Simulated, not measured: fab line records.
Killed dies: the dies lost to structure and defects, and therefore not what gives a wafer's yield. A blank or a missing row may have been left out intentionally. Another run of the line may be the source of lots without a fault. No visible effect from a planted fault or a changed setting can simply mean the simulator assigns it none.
Which tool did it? ; flow nandHarc ; 33 wafers from 11 lots sampled at 4 of the route's 1302 steps

WHAT THE GAUGES SHOWED, per wafer
NHARC_P_CONTACT_CD_MEAS_12 targets a cd of 90 nm.
lot;measured;on;cdNm (nm)
L840;day 6 01:40;cdSem-01;90.2 88.8 90.4
L842;day 6 18:33;cdSem-01;91.2 90.4 91.1
L846;day 8 11:34;cdSem-01;93.7 93.3 93.5
L847;day 8 19:20;cdSem-01;91.9 92.2 93.5
L848;day 9 02:28;cdSem-03;92.1 91.8 92.0
L856;day 12 08:23;cdSem-01;90.2 90.1 89.1
L855;day 12 09:19;cdSem-01;89.5 90.1 90.5
L857;day 12 18:37;cdSem-02;89.4 90.4 89.9
L858;day 13 03:22;cdSem-01;89.7 90.5 90.3
L859;day 13 15:52;cdSem-01;90.6 89.8 89.6
L863;day 15 08:40;cdSem-03;90.1 90.6 89.9

WHAT TOOL EACH LOT RAN ON (gives the tool, then ch and the chambers of the sampled wafers, and finally the start)
lot;NHARC_P_GATE_DESCUM_93;NHARC_P_GATE_RTA_64;NHARC_P_CONTACT_PEB_10
L840;rieDiel-11 ch 0,3, day 5 21:12;rtpAnneal-02 ch 0, day 5 22:58;lithoTrack-04 ch 0, day 6 01:35
L842;rieDiel-11 ch 0,1,3, day 6 13:57;rtpAnneal-02 ch 0, day 6 15:49;lithoTrack-06 ch 0, day 6 18:28
L846;rieDiel-11 ch 1,3, day 8 06:54;rtpAnneal-01 ch 0, day 8 08:47;lithoTrack-01 ch 0, day 8 11:29
L847;rieDiel-02 ch 0,1,2, day 8 14:34;rtpAnneal-01 ch 0, day 8 16:14;lithoTrack-01 ch 0, day 8 19:14
L848;rieDiel-04 ch 1,2,3, day 8 21:57;rtpAnneal-02 ch 0, day 8 23:36;lithoTrack-01 ch 0, day 9 02:23
L856;rieDiel-11 ch 1,3, day 12 03:45;rtpAnneal-01 ch 0, day 12 05:26;lithoTrack-06 ch 0, day 12 08:19
L855;rieDiel-11 ch 1,2,3, day 12 04:43;rtpAnneal-02 ch 0, day 12 06:25;lithoTrack-01 ch 0, day 12 09:14
L857;rieDiel-04 ch 0,2, day 12 14:06;rtpAnneal-01 ch 0, day 12 15:47;lithoTrack-01 ch 0, day 12 18:32
L858;rieDiel-04 ch 0,2,3, day 12 22:50;rtpAnneal-02 ch 0, day 13 00:32;lithoTrack-01 ch 0, day 13 03:17
L859;rieDiel-11 ch 0,3, day 13 11:26;rtpAnneal-01 ch 0, day 13 13:10;lithoTrack-01 ch 0, day 13 15:47
L863;rieDiel-02 ch 0,3, day 15 04:16;rtpAnneal-01 ch 0, day 15 05:56;lithoTrack-01 ch 0, day 15 08:35
- NHARC_P_GATE_DESCUM_93: chemistry O2, time 3 s.
- NHARC_P_GATE_RTA_64: time 1 s.
- NHARC_P_CONTACT_PEB_10: peb time 65 s.

THE ANSWER, worked out from the rows above alone
Rule: the usual values come from the lots themselves. Put in order of their means at a reading, lots are off if they are a third of the lots or fewer, leave a main group of 4 or more, and stand apart from it by a gap of 3 or more times the standard deviation of the main group's means; of several such gaps the widest counts. Not used: any main group whose means are identical at the precision the tables above print for the reading. Also off: a lot with no number at a reading for which 4 or more lots have one. Any other lot the step has rows for is counted as sound.
Off: L846, L847, L848 (NHARC_P_CONTACT_CD_MEAS_12, cdNm). For the main group the mean is 90.1 nm and the standard deviation 0.33.
If a tool, at a process step before that reading, ran all the lots that are off and no sound lot after the first of them, it fits. Those tools and the gauges at NHARC_P_CONTACT_CD_MEAS_12 are tried in the same way. No candidate that was tried fits.

WHAT WAS PUT IN BY THE SIMULATOR
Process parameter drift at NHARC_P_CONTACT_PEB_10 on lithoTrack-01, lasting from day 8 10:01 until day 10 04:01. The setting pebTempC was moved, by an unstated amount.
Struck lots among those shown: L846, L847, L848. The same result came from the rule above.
